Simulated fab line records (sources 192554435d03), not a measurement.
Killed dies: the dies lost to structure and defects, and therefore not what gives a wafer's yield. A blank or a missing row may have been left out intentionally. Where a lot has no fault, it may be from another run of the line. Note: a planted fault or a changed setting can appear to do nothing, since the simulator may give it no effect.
What tool caused it? | flow n5 finfet | Sampling: 24 lots, 72 wafers, 6 of 1938 route steps

== WHAT THE GAUGES READ, wafer by wafer ==
N5_BEOL_M0_INSPECT_127: inspects for defects (darkfield). Usual: raw defect count reads 68 (standard deviation 26).
lot  | measured     | on                | raw defect count | flag
L074 | day 5 21:55  | defect inspect-01 | 37 38 43         |
L075 | day 6 04:56  | defect inspect-01 | 37 47 47         |
L076 | day 6 13:33  | defect inspect-02 | 162 60 51        |
L077 | day 6 17:26  | defect inspect-01 | 53 39 43         |
L078 | day 6 23:25  | defect inspect-01 | 55 33 41         |
L079 | day 7 03:49  | defect inspect-02 | 52 61 59         |
L080 | day 7 09:54  | defect inspect-02 | 73 84 83         |
L081 | day 7 22:12  | defect inspect-02 | 106 85 86        |
L082 | day 7 21:53  | defect inspect-01 | 65 78 67         |
L083 | day 8 05:23  | defect inspect-01 | 83 101 89        |
L084 | day 8 12:44  | defect inspect-01 | 66 51 73         |
L086 | day 9 02:32  | defect inspect-02 | 89 132 120       |
L085 | day 9 02:47  | defect inspect-01 | 73 92 54         |
L087 | day 9 09:55  | defect inspect-01 | 43 59 71         |
L088 | day 9 11:41  | defect inspect-01 | 45 48 37         |
L089 | day 9 18:47  | defect inspect-01 | 29 50 40         |
L090 | day 10 00:45 | defect inspect-02 | 70 75 84         |
L091 | day 10 00:29 | defect inspect-01 | 70 40 95         |
L092 | day 10 12:19 | defect inspect-01 | 60 45 60         |
L093 | day 10 15:47 | defect inspect-02 | 74 67 94         |
L094 | day 10 20:47 | defect inspect-01 | 78 58 74         |
L095 | day 11 06:14 | defect inspect-02 | 75 56 107        |
L097 | day 11 16:56 | defect inspect-02 | 110 49 91        |
L096 | day 11 22:18 | defect inspect-02 | 74 66 114        |

N5_BEOL_M1_INSPECT_13: inspects for defects (brightfield). Usual: raw defect count reads 414 (standard deviation 100).
lot  | measured     | on                | raw defect count | flag
L074 | day 6 01:14  | defect inspect-01 | 388 402 384      |
L075 | day 6 07:17  | defect inspect-02 | 476 373 308      |
L076 | day 6 15:46  | defect inspect-01 | 428 261 270      |
L077 | day 6 19:10  | defect inspect-02 | 367 330 323      |
L078 | day 7 00:58  | defect inspect-02 | 366 290 351      |
L079 | day 7 04:32  | defect inspect-01 | 581 430 431      |
L080 | day 7 13:23  | defect inspect-02 | 341 318 377      |
L081 | day 8 00:40  | defect inspect-01 | 558 450 567      |
L082 | day 7 22:47  | defect inspect-02 | 648 608 487      |
L083 | day 8 09:18  | defect inspect-02 | 480 643 625      |
L084 | day 8 13:52  | defect inspect-01 | 385 332 326      |
L086 | day 9 07:17  | defect inspect-02 | 542 495 464      |
L085 | day 9 07:27  | defect inspect-01 | 321 485 400      |
L087 | day 9 10:43  | defect inspect-01 | 401 404 467      |
L088 | day 9 13:07  | defect inspect-02 | 380 264 331      |
L089 | day 9 21:50  | defect inspect-02 | 336 297 314      |
L090 | day 10 03:01 | defect inspect-02 | 480 368 464      |
L091 | day 10 02:59 | defect inspect-01 | 296 317 502      |
L092 | day 10 14:42 | defect inspect-02 | 516 331 264      |
L093 | day 10 18:18 | defect inspect-02 | 477 370 448      |
L094 | day 10 21:43 | defect inspect-01 | 484 347 381      |
L095 | day 11 08:34 | defect inspect-01 | 260 262 388      |
L097 | day 11 19:16 | defect inspect-01 | 423 380 453      |
L096 | day 12 02:54 | defect inspect-02 | 559 468 471      |

== WHAT TOOL EACH LOT RAN ON (gives the tool, then ch and the chambers of the sampled wafers, and finally the start) ==
lot  | N5_MOL_CONTACT_COAG_STRIP_72       | N5_BEOL_M0_SAQP_ALD_48            | N5_BEOL_M0_ANNEAL_117        | N5_BEOL_M0_CO_CAP_123
L074 | rie diel-06 ch 1,2,3, day 5 05:14  | ald sin-02 ch 1,2, day 5 15:19    | pvd sputter-02, day 5 19:53  | cvd co-02 ch 0,1,2, day 5 21:41
L075 | rie diel-02 ch 0,2,3, day 5 11:28  | ald sin-02 ch 0,2,3, day 5 21:27  | pvd sputter-03, day 6 03:31  | cvd co-01 ch 0,2, day 6 04:43
L076 | rie diel-06 ch 1,3, day 5 18:29    | ald sin-04 ch 0,1,3, day 6 06:04  | pvd sputter-01, day 6 12:07  | cvd co-01 ch 0,2, day 6 13:18
L077 | rie diel-02 ch 0,3, day 6 00:34    | ald sin-02 ch 0,2, day 6 11:43    | pvd sputter-01, day 6 15:53  | cvd co-01 ch 0,1,2, day 6 17:13
L078 | rie diel-06 ch 0,1,3, day 6 07:02  | ald sin-03 ch 1,2, day 6 17:25    | pvd sputter-02, day 6 22:02  | cvd co-01 ch 0,1, day 6 23:11
L079 | rie diel-06 ch 0,1,3, day 6 09:50  | ald sin-02 ch 1,2,3, day 6 20:53  | pvd sputter-01, day 7 02:26  | cvd co-02 ch 0,1,2, day 7 03:35
L080 | rie diel-01 ch 0,1, day 6 16:38    | ald sin-02 ch 1,2,3, day 7 03:38  | pvd sputter-03, day 7 08:26  | cvd co-01 ch 1,2, day 7 09:41
L081 | rie diel-01 ch 0,1,2, day 7 01:10  | ald sin-02 ch 0,2, day 7 11:48    | pvd sputter-01, day 7 20:36  | cvd co-01 ch 0,1, day 7 21:59
L082 | rie diel-06 ch 0,1,3, day 7 03:40  | ald sin-02 ch 0,2,3, day 7 14:08  | pvd sputter-01, day 7 20:05  | cvd co-01 ch 1,2, day 7 21:41
L083 | rie diel-06 ch 0,1, day 7 10:22    | ald sin-02 ch 1,2,3, day 7 23:16  | pvd sputter-02, day 8 03:57  | cvd co-02 ch 0,2, day 8 05:11
L084 | rie diel-01 ch 2,3, day 7 19:09    | ald sin-03 ch 0,1,2, day 8 06:07  | pvd sputter-01, day 8 11:21  | cvd co-02 ch 1,2, day 8 12:30
L086 | rie diel-06 ch 0,2, day 8 04:04    | ald sin-03 ch 0,2,3, day 8 18:04  | pvd sputter-03, day 9 00:41  | cvd co-02 ch 0,1,2, day 9 02:18
L085 | rie diel-01 ch 2,3, day 8 07:00    | ald sin-03 ch 1,2,3, day 8 21:25  | pvd sputter-03, day 9 01:13  | cvd co-01 ch 0,2, day 9 02:34
L087 | rie diel-01 ch 1,2, day 8 10:57    | ald sin-03 ch 2,3, day 9 00:49    | pvd sputter-02, day 9 08:20  | cvd co-02 ch 0,1,2, day 9 09:43
L088 | rie diel-01 ch 0,1,3, day 8 21:44  | ald sin-02 ch 0,1, day 9 07:27    | pvd sputter-02, day 9 10:20  | cvd co-02 ch 0,1, day 9 11:29
L089 | rie diel-06 ch 0,3, day 9 00:47    | ald sin-02 ch 0,1,3, day 9 13:24  | pvd sputter-01, day 9 17:25  | cvd co-02 ch 0,2, day 9 18:35
L090 | rie diel-06 ch 1,2,3, day 9 05:04  | ald sin-04 ch 0,1,3, day 9 15:37  | pvd sputter-01, day 9 23:05  | cvd co-02 ch 0,2, day 10 00:31
L091 | rie diel-02 ch 1,2,3, day 9 08:05  | ald sin-02 ch 0,2,3, day 9 18:14  | pvd sputter-03, day 9 22:44  | cvd co-01 ch 0,2, day 10 00:16
L092 | rie diel-02 ch 0,2, day 9 15:26    | ald sin-03 ch 0,1,2, day 10 02:49 | pvd sputter-01, day 10 10:23 | cvd co-01 ch 0,2, day 10 12:05
L093 | rie diel-01 ch 0,1, day 9 21:08    | ald sin-03 ch 0,1, day 10 09:01   | pvd sputter-03, day 10 14:19 | cvd co-02 ch 0,1,2, day 10 15:34
L094 | rie diel-01 ch 0,2,3, day 10 03:32 | ald sin-03 ch 1,2,3, day 10 13:18 | pvd sputter-02, day 10 19:26 | cvd co-01 ch 1,2, day 10 20:35
L095 | rie diel-06 ch 0,1,3, day 10 12:11 | ald sin-02 ch 1,3, day 10 23:59   | pvd sputter-02, day 11 04:37 | cvd co-01 ch 0,2, day 11 06:01
L097 | rie diel-01 ch 0,3, day 11 00:10   | ald sin-03 ch 0,1, day 11 11:11   | pvd sputter-01, day 11 15:29 | cvd co-02 ch 0,2, day 11 16:40
L096 | rie diel-02 ch 0,3, day 11 00:34   | ald sin-04 ch 2,3, day 11 15:43   | pvd sputter-02, day 11 20:40 | cvd co-01 ch 0,1, day 11 22:05
- N5_MOL_CONTACT_COAG_STRIP_72: strips in N2/H2.
- N5_BEOL_M0_SAQP_ALD_48: deposits SiO2, target thk 20 nm, pulse time 1 s, co reactant pulse time 1 s.
- N5_BEOL_M0_ANNEAL_117: time 60 s.
- N5_BEOL_M0_CO_CAP_123: material Co, precursor CCTBA/H2, target thk 2 nm, time 102.1 s.

== WHAT THE TOOLS THEMSELVES READ (means of the sampled wafers that have a number; where no wafer has one, the mark that the record gives instead) ==
N5_MOL_CONTACT_COAG_STRIP_72. Usual: drypump motor current A 5.7 A, standard deviation 0.35; oes product au 0.80 a.u., standard deviation 0.1; rf vpp V 59.2 V, standard deviation 2; showerhead plenum p Torr 2.53 Torr, standard deviation 0.086; temp c 39.99 C, standard deviation 0.11; throttle valve pct 23.57 %, standard deviation 0.27.
lot  | tool        | drypump motor current A (A) | oes product au (a.u.) | rf vpp V (V) | showerhead plenum p Torr (Torr) | temp c (C) | throttle valve pct (%) | flag
L074 | rie diel-06 | 5.8                         | 0.71                  | 58.6         | 2.48                            | 40.11      | 23.64                  |
L075 | rie diel-02 | 5.6                         | 0.82                  | 59.1         | 2.59                            | 39.98      | 23.44                  |
L076 | rie diel-06 | 6.0                         | 0.72                  | 59.4         | 2.46                            | 39.92      | 23.75                  |
L077 | rie diel-02 | 5.7                         | 0.73                  | 59.7         | 2.64                            | 40.11      | 23.44                  |
L078 | rie diel-06 | 5.7                         | 0.76                  | 59.7         | 2.55                            | 40.03      | 23.61                  |
L079 | rie diel-06 | 5.7                         | 0.76                  | 57.8         | 2.55                            | 39.99      | 23.61                  |
L080 | rie diel-01 | 5.3                         | 0.67                  | 56.9         | 2.50                            | 39.91      | 23.94                  |
L081 | rie diel-01 | 5.5                         | 0.75                  | 57.4         | 2.49                            | 40.00      | 23.73                  |
L082 | rie diel-06 | 5.7                         | 0.76                  | 60.4         | 2.55                            | 40.07      | 23.62                  |
L083 | rie diel-06 | 5.4                         | 0.82                  | 58.9         | 2.64                            | 39.97      | 23.51                  |
L084 | rie diel-01 | 6.2                         | 0.95                  | 59.1         | 2.49                            | 40.05      | 23.32                  |
L086 | rie diel-06 | 5.6                         | 0.91                  | 59.4         | 2.55                            | 40.10      | 23.49                  |
L085 | rie diel-01 | 5.9                         | 0.90                  | 57.0         | 2.48                            | 40.09      | 23.28                  |
L087 | rie diel-01 | 5.7                         | 0.81                  | 60.6         | 2.48                            | 40.05      | 23.49                  |
L088 | rie diel-01 | 5.7                         | 0.88                  | 62.1         | 2.49                            | 40.07      | 23.64                  |
L089 | rie diel-06 | 5.6                         | 0.78                  | 60.7         | 2.60                            | 40.05      | 23.76                  |
L090 | rie diel-06 | 5.8                         | 0.78                  | 60.4         | 2.47                            | 40.01      | 23.55                  |
L091 | rie diel-02 | 5.6                         | 0.82                  | 57.5         | 2.54                            | 39.98      | 23.47                  |
L092 | rie diel-02 | 5.8                         | 0.76                  | 57.7         | 2.57                            | 39.95      | 23.50                  |
L093 | rie diel-01 | 5.4                         | 0.76                  | 59.8         | 2.49                            | 40.03      | 23.83                  |
L094 | rie diel-01 | 5.8                         | 0.92                  | 60.8         | 2.48                            | 39.98      | 23.42                  |
L095 | rie diel-06 | 5.7                         | 0.73                  | 58.0         | 2.54                            | 39.86      | 23.68                  |
L097 | rie diel-01 | 6.0                         | 0.91                  | 60.2         | 2.48                            | 40.01      | 23.43                  |
L096 | rie diel-02 | 5.4                         | 0.72                  | 58.6         | 2.63                            | 39.95      | 23.44                  |

N5_BEOL_M0_SAQP_ALD_48. Usual: heater power w 74 W, standard deviation 7.1; precursor pulse height rel 1.000, standard deviation 0.02.
lot  | tool       | heater power w (W) | precursor pulse height rel | flag
L074 | ald sin-02 | 74                 | 0.997                      |
L075 | ald sin-02 | 75                 | 1.001                      |
L076 | ald sin-04 | 73                 | 0.990                      |
L077 | ald sin-02 | 76                 | 1.003                      |
L078 | ald sin-03 | 69                 | 0.989                      |
L079 | ald sin-02 | 74                 | 1.018                      |
L080 | ald sin-02 | 74                 | 0.992                      |
L081 | ald sin-02 | 77                 | 1.001                      |
L082 | ald sin-02 | 76                 | 1.021                      |
L083 | ald sin-02 | 74                 | 1.008                      |
L084 | ald sin-03 | 73                 | 0.990                      |
L086 | ald sin-03 | 77                 | 0.993                      |
L085 | ald sin-03 | 75                 | 1.007                      |
L087 | ald sin-03 | 71                 | 1.016                      |
L088 | ald sin-02 | 67                 | 0.996                      |
L089 | ald sin-02 | 70                 | 0.999                      |
L090 | ald sin-04 | 73                 | 1.006                      |
L091 | ald sin-02 | 76                 | 1.005                      |
L092 | ald sin-03 | 74                 | 0.991                      |
L093 | ald sin-03 | 77                 | 1.001                      |
L094 | ald sin-03 | 75                 | 0.999                      |
L095 | ald sin-02 | 76                 | 1.003                      |
L097 | ald sin-03 | 80                 | 1.011                      |
L096 | ald sin-04 | 83                 | 1.002                      |

N5_BEOL_M0_ANNEAL_117. Usual: heater power w reads 833 W (standard deviation 90).
lot  | tool           | heater power w (W) | flag
L074 | pvd sputter-02 | 894                |
L075 | pvd sputter-03 | 759                |
L076 | pvd sputter-01 | 753                |
L077 | pvd sputter-01 | 740                |
L078 | pvd sputter-02 | 863                |
L079 | pvd sputter-01 | 811                |
L080 | pvd sputter-03 | 879                |
L081 | pvd sputter-01 | 783                |
L082 | pvd sputter-01 | 808                |
L083 | pvd sputter-02 | 849                |
L084 | pvd sputter-01 | 808                |
L086 | pvd sputter-03 | 943                |
L085 | pvd sputter-03 | 930                |
L087 | pvd sputter-02 | 890                |
L088 | pvd sputter-02 | 835                |
L089 | pvd sputter-01 | 830                |
L090 | pvd sputter-01 | 834                |
L091 | pvd sputter-03 | 859                |
L092 | pvd sputter-01 | 800                |
L093 | pvd sputter-03 | 962                |
L094 | pvd sputter-02 | 828                |
L095 | pvd sputter-02 | 868                |
L097 | pvd sputter-01 | 732                |
L096 | pvd sputter-02 | 870                |

N5_BEOL_M0_CO_CAP_123. Usual: heater power w reads 231 W (standard deviation 7.4).
lot  | tool      | heater power w (W) | flag
L074 | cvd co-02 | 235                |
L075 | cvd co-01 | 228                |
L076 | cvd co-01 | 224                |
L077 | cvd co-01 | 232                |
L078 | cvd co-01 | 226                |
L079 | cvd co-02 | 231                |
L080 | cvd co-01 | 232                |
L081 | cvd co-01 | 229                |
L082 | cvd co-01 | 229                |
L083 | cvd co-02 | 229                |
L084 | cvd co-02 | 239                |
L086 | cvd co-02 | 231                |
L085 | cvd co-01 | 231                |
L087 | cvd co-02 | 228                |
L088 | cvd co-02 | 235                |
L089 | cvd co-02 | 225                |
L090 | cvd co-02 | 231                |
L091 | cvd co-01 | 227                |
L092 | cvd co-01 | 229                |
L093 | cvd co-02 | 233                |
L094 | cvd co-01 | 234                |
L095 | cvd co-01 | 232                |
L097 | cvd co-02 | 229                |
L096 | cvd co-01 | 226                |

== THE ANSWER, worked out from the rows above alone ==
Rule: take the mean of a lot's wafers that have a number; if it is more than 3 standard deviations from the usual mean, the lot is off. Also off: a lot with no number at a reading for which 4 or more lots have one. The other lots that the step has rows for count as sound. The gauges are gone through in route order, then the tools' own readings, and for those a lot's mean is taken as printed above. The first step at which some lot is off is used, and at that step the reading that is off furthest; a lot without a number counts as furthest.
No lot is off on any of the readings shown, so nothing can be concluded from this.

== WHAT WAS PUT IN BY THE SIMULATOR ==
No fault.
